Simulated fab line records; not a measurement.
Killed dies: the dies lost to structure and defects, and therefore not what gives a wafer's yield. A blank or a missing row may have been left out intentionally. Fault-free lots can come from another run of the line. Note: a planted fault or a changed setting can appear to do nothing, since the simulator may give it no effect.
Matching of chambers | flow n5-finfet | N5_BEOL_M10_ETCH_65 on rie-diel-02 has 4 sister chambers
The step etches SiARC in CF4, target depth 39 nm, time 65 s. 18 wafers are shown with their chamber, then 9 later ones without.

== EACH WAFER AND ITS CHAMBER ==
wafer  | chamber | drypump-motor-current-A (A) | showerhead-plenum-p-Torr (Torr) | throttle-valve-pct (%)
L076.2 | 3       | 5.6                         | 2.20                            | 15.79
L076.5 | 3       | 5.6                         | 2.20                            | 15.78
L076.6 | 0       | 5.9                         | 2.12                            | 15.73
L078.2 | 1       | 6.3                         | 2.18                            | 15.69
L078.4 | 0       | 5.9                         | 2.12                            | 15.76
L078.6 | 1       | 6.3                         | 2.18                            | 15.68
L080.2 | 1       | 6.3                         | 2.18                            | 15.69
L080.3 | 0       | 5.9                         | 2.11                            | 15.74
L080.6 | 3       | 5.7                         | 2.20                            | 15.79
L081.1 | 2       | 6.0                         | 2.16                            | 15.46
L081.3 | 0       | 5.9                         | 2.11                            | 15.78
L081.6 | 0       | 5.9                         | 2.11                            | 15.77
L083.3 | 2       | 6.0                         | 2.16                            | 15.45
L083.4 | 1       | 6.3                         | 2.17                            | 15.70
L083.5 | 0       | 5.9                         | 2.11                            | 15.78
L089.2 | 3       | 5.6                         | 2.20                            | 15.33
L089.3 | 1       | 6.3                         | 2.17                            | 15.71
L089.6 | 2       | 6.0                         | 2.16                            | 15.47

SIGNATURES, as means of the wafers listed above
reading                  | chamber 0 | chamber 1 | chamber 2 | chamber 3 | scatter within a chamber
drypump-motor-current-A  | 5.900     | 6.300     | 6.000     | 5.625     | 0.0231
showerhead-plenum-p-Torr | 2.1133    | 2.1760    | 2.1600    | 2.2000    | 0.00425
throttle-valve-pct       | 15.7600   | 15.6940   | 15.4600   | 15.6725   | 0.107
Rule: for each reading, subtract the chamber's mean from the wafer's reading, divide by that reading's scatter and square the result; add these up over the readings and take the root, which gives the wafer's distance from the chamber. If the next closest chamber is less than 2 further off than the closest, the wafer can't be placed; otherwise it belongs to the closest. The scatter is the square root of a quotient: the sum, over the shown wafers, of each reading's squared deviation from its chamber's mean, divided by wafers minus chambers.

== WAFERS WITHOUT THEIR CHAMBER ==
wafer  | drypump-motor-current-A (A) | showerhead-plenum-p-Torr (Torr) | throttle-valve-pct (%)
L090.4 | 6.3                         | 2.17                            | 15.76
L090.5 | 5.6                         | 2.19                            | 15.35
L090.6 | 6.0                         | 2.16                            | 15.49
L095.2 | 6.0                         | 2.15                            | 15.48
L095.3 | 5.6                         | 2.19                            | 15.36
L095.5 | 6.3                         | 2.17                            | 15.76
L096.1 | 6.3                         | 2.16                            | 15.76
L096.2 | 5.7                         | 2.19                            | 15.38
L096.3 | 5.9                         | 2.10                            | 15.83

== EACH ONE'S CHAMBER ==
wafer  | from the rows above | in truth
L090.4 | 1                   | 1
L090.5 | 3                   | 3
L090.6 | 2                   | 2
L095.2 | 2                   | 2
L095.3 | 3                   | 3
L095.5 | 1                   | 1
L096.1 | 1                   | 1
L096.2 | 3                   | 3
L096.3 | 0                   | 0
Correctly placed: 9 of 9. Not placeable from these rows: 0. Wrongly placed: 0.
